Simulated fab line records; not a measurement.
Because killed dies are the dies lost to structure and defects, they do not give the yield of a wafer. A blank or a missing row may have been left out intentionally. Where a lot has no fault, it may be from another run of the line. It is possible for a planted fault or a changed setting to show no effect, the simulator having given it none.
A lot that was struck, set against a sound lot / flow nandHarc / 32 steps out of a route of 1302
Sound: the wafers L513.2, L513.5, L513.6. Struck: wafer L520.4. The cause is given at the end.
Each step with rows lists, per side, the tool, then ch with its chambers, then its first start. Under that, the readings that differ: sound wafers / struck wafers / difference of the means / sigmas: that difference in standard deviations of wafers without a fault.
alike: words and numbers the same on both sides, and readings whose means are apart by under 2 such deviations; not compared: readings that were withheld, readings missing a value for some wafer, numbers with overlapping values and no deviation given by the record, and bounds like >300 which may hide the same value.
A row with sigmas, a row that says differs or no value, or rows on one side alone: a step with any of these is where the two part. When numbers do not overlap yet have no deviation, they are printed without sigmas and do not part them. A reading that every wafer of one side lacks parts them only if that side has two wafers or more.

first, 6 steps without rows for these wafers: NHARC_P_STI_COAT_03 (resist thk 600 nm); NHARC_P_STI_SOFTBAKE_04 (time 70 s); NHARC_P_STI_EBR_05; NHARC_P_STI_EXPOSE_06 (exposes mask P STI, target cd 200 nm); NHARC_P_STI_PEB_07 (peb time 80 s); NHARC_P_STI_DEVELOP_08 (time 50 s).
NHARC_P_STI_CD_MEAS_09: the cd target is 200 nm.
  sound on cdSem-02 ch 0, day 6 02:01; struck on cdSem-02 ch 0, day 9 00:43
  alike: cdNm
NHARC_P_STI_OVL_MEAS_10:
  sound on overlay-02, day 6 02:06; struck on overlay-01, day 9 00:47
reading=overlayYNm (nm); sound=-15 -15 -15; struck=6; difference=+21; sigmas=+3
  alike: overlayXNm
NHARC_P_STI_INSPECT_11:
  sound on defectInspect-01, day 6 02:08; struck on defectInspect-02, day 9 00:49
  alike: rawDefectCount
then, 1 step without rows for these wafers: NHARC_P_STI_HARDBAKE_13 (time 65 s).
NHARC_P_STI_DESCUM_14: chemistry O2, time 3 s.
  sound on rieDiel-04 ch 0,3, day 6 02:16; struck on rieDiel-04 ch 0, day 9 00:59
  alike: drypumpMotorCurrentA, oesProductAu, rfVppV, showerheadPlenumPTorr, throttleValvePct
  not compared: rfHoursCounterH
NHARC_P_STI_ETCH_42: etches the open film in N2/H2, target depth 80 nm, overetch 24 nm, time 61 s.
  sound on rieDiel-04 ch 0,3, day 6 02:21; struck on rieDiel-04 ch 2, day 9 01:04
reading=showerheadPlenumPTorr (Torr); sound=2.19 2.19 2.16; struck=1.99; difference=-0.19; sigmas=-2
  alike: drypumpMotorCurrentA, oesProductAu, rfFwdPowerW, rfVppV, throttleValvePct
  not compared: rfHoursCounterH
NHARC_P_STI_ETCH_31: etches the open film in CF4/CHF3, target depth 108.9 nm, time 54.5 s.
  sound on rieDiel-04 ch 0,2,3, day 6 02:27; struck on rieDiel-04 ch 0, day 9 01:09
  alike: drypumpMotorCurrentA, oesProductAu, rfFwdPowerW, rfVppV, showerheadPlenumPTorr, throttleValvePct
  not compared: rfHoursCounterH
NHARC_P_STI_ETCH_15: etches the open film in HBr/Cl2, target depth 300 nm, time 100.1 s.
  sound on rieSi-01 ch 1,2, day 6 02:34; struck on rieSi-06 ch 1, day 9 01:17
  alike: drypumpMotorCurrentA, oesProductAu, rfFwdPowerW, throttleValvePct
  not compared: rfHoursCounterH
NHARC_P_STI_CD_MEAS_16:
  sound on cdSem-01, day 6 02:43; struck on cdSem-01, day 9 01:25
  alike: cdNm
NHARC_P_STI_OCD_MEAS_17:
  sound on ocd-02, day 6 02:47; struck on ocd-02, day 9 01:30
  alike: trenchDepthNm, trenchFootCdNm
then, 3 steps without rows for these wafers: NHARC_P_STI_STRIP_19 (strips in SPM, time 900 s); NHARC_P_STI_PRECLEAN_32 (cleans in SC1); NHARC_P_STI_SRD_23.
NHARC_P_STI_OCD_MEAS_43:
  sound on ocd-01, day 6 03:18; struck on ocd-01, day 9 02:01
  alike: trenchDepthNm, trenchFootCdNm
then, 3 steps without rows for these wafers: NHARC_P_STI_OXIDE_33 (material SiO2, target thk 10 nm, ox time 281 s); NHARC_P_STI_HDPCVD_20 (deposits SiO2); NHARC_P_STI_ANNEAL_34 (time 1800 s).
NHARC_P_STI_CMP_21: polishes, t overpolish 20 s, target thk 380.67 nm.
  sound on cmp-04 ch 2,3, day 6 22:13; struck on cmp-03 ch 0, day 9 20:26
  alike: motorCurrentA, overpolishRunS
then, 7 steps without rows for these wafers: NHARC_P_STI_SRD_35; NHARC_P_STI_ETCH_36 (etches SiO2 in dHF, target depth 38.8 nm); NHARC_P_STI_STRIP_24 (strips Si3N4 in H3PO4); NHARC_P_STI_ETCH_37 (etches SiO2 in dHF, target depth 11 nm); NHARC_P_STI_PRECLEAN_38 (cleans in SC1); NHARC_P_STI_SRD_39; NHARC_P_STI_OXIDE_40 (material SiO2, target thk 10 nm, ox time 1362 s).
-- jump in the record: it breaks off in module P_STI and resumes in module END (first step shown: number 1302 of the route), and 21 days separate the struck wafers' starts before and after --
NHARC_END_SORT_01:
  sound on prober-02 ch 0, day 28 00:42; struck on prober-01 ch 0, day 30 22:32
reading=killedAtPeriphery sound=3 struck=99 difference=+96 sigmas=+42
reading=killedDies sound=59 struck=171 difference=+112 sigmas=+7
reading=killedOpen sound=2 struck=6 difference=+4 sigmas=+2
  alike: killedAtArray, killedAtOther, killedShort

WHERE THEY PART
Earliest at NHARC_P_STI_OVL_MEAS_10; latest, in this record, at NHARC_END_SORT_01.

WHY: what had been put in by the simulator
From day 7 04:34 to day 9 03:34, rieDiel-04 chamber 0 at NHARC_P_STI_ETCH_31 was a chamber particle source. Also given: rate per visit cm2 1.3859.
